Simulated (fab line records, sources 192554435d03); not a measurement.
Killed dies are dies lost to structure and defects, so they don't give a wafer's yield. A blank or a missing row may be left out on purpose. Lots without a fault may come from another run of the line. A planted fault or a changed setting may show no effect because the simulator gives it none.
Chamber matching | flow n5_finfet | N5_SD_EPI_N_ETCHBACK_44 on rie_diel-02: 4 sister chambers
The step etches SiNx in CH3F/O2, stops on SiO2, target depth 14.5 nm. 16 wafers are shown with their chamber, then 8 later ones without.

WAFERS WITH THEIR CHAMBER
wafer  | chamber | showerhead_plenum_p_Torr (Torr) | throttle_valve_pct (%) | oes_product_au (a.u.)
L083.1 | 1       | 1.99                            | 16.67                  | 0.61
L083.2 | 3       | 1.97                            | 16.44                  | 0.59
L083.5 | 3       | 1.97                            | 16.47                  | 0.60
L085.3 | 3       | 1.97                            | 16.43                  | 0.60
L085.5 | 3       | 1.97                            | 16.46                  | 0.59
L085.6 | 2       | 2.10                            | 16.09                  | 0.67
L086.1 | 3       | 1.97                            | 16.46                  | 0.59
L086.2 | 1       | 1.98                            | 16.70                  | 0.60
L086.4 | 2       | 2.10                            | 16.11                  | 0.68
L088.1 | 3       | 1.97                            | 16.47                  | 0.59
L088.2 | 1       | 1.98                            | 16.69                  | 0.61
L088.4 | 2       | 2.09                            | 16.09                  | 0.67
L090.1 | 1       | 1.98                            | 16.71                  | 0.61
L090.2 | 2       | 2.09                            | 16.11                  | 0.67
L090.4 | 0       | 2.03                            | 16.53                  | 0.71
L092.3 | 0       | 2.03                            | 16.55                  | 0.71

SIGNATURES (means of the wafers above)
reading                  | chamber 0 | chamber 1 | chamber 2 | chamber 3 | scatter within a chamber
showerhead_plenum_p_Torr | 2.0300    | 1.9825    | 2.0950    | 1.9700    | 0.00382
throttle_valve_pct       | 16.5400   | 16.6925   | 16.1000   | 16.4550   | 0.0153
oes_product_au           | 0.7100    | 0.6075    | 0.6725    | 0.5933    | 0.00486
Rule: a wafer's distance from a chamber is the root of the sum, over the readings, of the square of ((its reading less the chamber's mean) divided by the reading's scatter). The wafer belongs to the nearest chamber; if the next one is less than 2 further off, it can't be placed. The scatter: the root of (the sum of the squares of (reading less its chamber's mean) over the shown wafers, divided by (wafers less chambers)).

WAFERS WITHOUT THEIR CHAMBER
wafer  | showerhead_plenum_p_Torr (Torr) | throttle_valve_pct (%) | oes_product_au (a.u.)
L092.4 | 1.98                            | 16.72                  | 0.60
L092.5 | 1.98                            | 16.71                  | 0.60
L094.1 | 2.09                            | 16.12                  | 0.66
L094.2 | 1.98                            | 16.71                  | 0.60
L094.3 | 1.97                            | 16.04                  | 0.82
L094.4 | 2.02                            | 16.56                  | 0.71
L094.5 | 2.09                            | 16.11                  | 0.65
L094.6 | 1.97                            | 16.04                  | 0.82

WHICH CHAMBER EACH WENT THROUGH
wafer  | from the rows above | in truth
L092.4 | 1                   | 1
L092.5 | 1                   | 1
L094.1 | 2                   | 2
L094.2 | 1                   | 1
L094.3 | 0                   | 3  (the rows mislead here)
L094.4 | 0                   | 0
L094.5 | 2                   | 2
L094.6 | 0                   | 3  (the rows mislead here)
Placed correctly: 6 of 8. Can't be placed from these rows: 0. Placed wrongly: 2.
